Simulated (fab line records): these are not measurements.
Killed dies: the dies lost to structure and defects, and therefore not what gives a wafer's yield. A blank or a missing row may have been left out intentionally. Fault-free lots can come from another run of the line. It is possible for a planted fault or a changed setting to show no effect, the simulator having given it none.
Which tool is to blame? / flow nand-harc / Sampling: 6 lots, 18 wafers, 4 of 1159 route steps

## WHAT THE GAUGES READ, wafer by wafer
NHARC_P_M0_THK_MEAS_24: measures by xrf.
lot=L253; measured=day 7 16:39; on=film-metro-01; thk-nm (nm)=116.7 115.9 118.8
lot=L255; measured=day 7 22:49; on=film-metro-01; thk-nm (nm)=116.3 115.9 118.4
lot=L261; measured=day 9 00:40; on=film-metro-02; thk-nm (nm)=120.6 119.8 115.8
lot=L260; measured=day 9 08:23; on=film-metro-01; thk-nm (nm)=116.0 118.2 116.0
lot=L263; measured=day 10 00:47; on=film-metro-02; thk-nm (nm)=398.2 396.8 401.7 397.9 397.2 402.0
lot=L265; measured=day 10 12:04; on=film-metro-02; thk-nm (nm)=392.4 401.1 396.7 394.3 400.1 397.0

## WHICH TOOL RAN EACH LOT (tool, then ch and the chambers of the sampled wafers, then the start)
lot=L253; NHARC_P_GATE_RTA_82=rtp-anneal-02 ch 0, day 7 05:35; NHARC_P_M0_PVD_21=pvd-sputter-03, day 7 16:23 or earlier; NHARC_P_M0_CMP_23=cmp-03 ch 0,1,2, day 7 16:23
lot=L255; NHARC_P_GATE_RTA_82=rtp-anneal-01 ch 0, day 7 13:14; NHARC_P_M0_PVD_21=pvd-sputter-02, day 7 22:30 or earlier; NHARC_P_M0_CMP_23=cmp-03 ch 0,3, day 7 22:30
lot=L261; NHARC_P_GATE_RTA_82=rtp-anneal-02 ch 0, day 8 16:13; NHARC_P_M0_PVD_21=pvd-sputter-03, day 9 00:23 or earlier; NHARC_P_M0_CMP_23=cmp-01 ch 0,1,3, day 9 00:23
lot=L260; NHARC_P_GATE_RTA_82=rtp-anneal-02 ch 0, day 8 23:10; NHARC_P_M0_PVD_21=pvd-sputter-01, day 9 08:05 or earlier; NHARC_P_M0_CMP_23=cmp-03 ch 1,2,3, day 9 08:05
lot=L263; NHARC_P_GATE_RTA_82=rtp-anneal-01 ch 0, day 9 10:09; NHARC_P_M0_PVD_21=pvd-sputter-03, day 10 00:28 or earlier; NHARC_P_M0_CMP_23=cmp-03 ch 1,2,3, day 10 00:28
lot=L265; NHARC_P_GATE_RTA_82=rtp-anneal-01 ch 0, day 10 01:58; NHARC_P_M0_PVD_21=pvd-sputter-02, day 10 11:45 or earlier; NHARC_P_M0_CMP_23=cmp-01 ch 0,2, day 10 11:45
- NHARC_P_GATE_RTA_82: time 30 s.
- NHARC_P_M0_PVD_21: deposits Cu, target thk 30 nm, time 20.49 s.
- NHARC_P_M0_CMP_23: polishes, t overpolish 20 s, target thk 117.53 nm.

## THE ANSWER, worked out from the rows above alone
Rule: usual is defined by the lots themselves. The widest of any qualifying gaps counts: lots, ordered by their means at a reading, are off when they make up no more than a third of the lots, leave a main group of 4 or more, and stand apart from it by 3 or more times the standard deviation of that group's means. A main group is skipped when, at the precision printed for the reading in the tables above, its means are all equal. A lot without any number at a reading at which 4 lots or more have one is off too. All remaining lots with rows at the step are treated as sound.
Off: L263, L265 (NHARC_P_M0_THK_MEAS_24, thk-nm). Main group: mean 117.4 nm, sd 0.8.
A tool fits if, at a process step before that reading, it ran every lot that is off, and no sound lot after the first of them. Those tools and the gauges at NHARC_P_M0_THK_MEAS_24 are tried in the same way. NHARC_P_M0_PVD_21: start missing for some lots; hours and lot order therefore follow NHARC_P_M0_CMP_23. 2 tools fit, rtp-anneal-01 at NHARC_P_GATE_RTA_82 and film-metro-02 at NHARC_P_M0_THK_MEAS_24, so this cannot tell which one it is.

## WHAT THE SIMULATOR HAD INSERTED
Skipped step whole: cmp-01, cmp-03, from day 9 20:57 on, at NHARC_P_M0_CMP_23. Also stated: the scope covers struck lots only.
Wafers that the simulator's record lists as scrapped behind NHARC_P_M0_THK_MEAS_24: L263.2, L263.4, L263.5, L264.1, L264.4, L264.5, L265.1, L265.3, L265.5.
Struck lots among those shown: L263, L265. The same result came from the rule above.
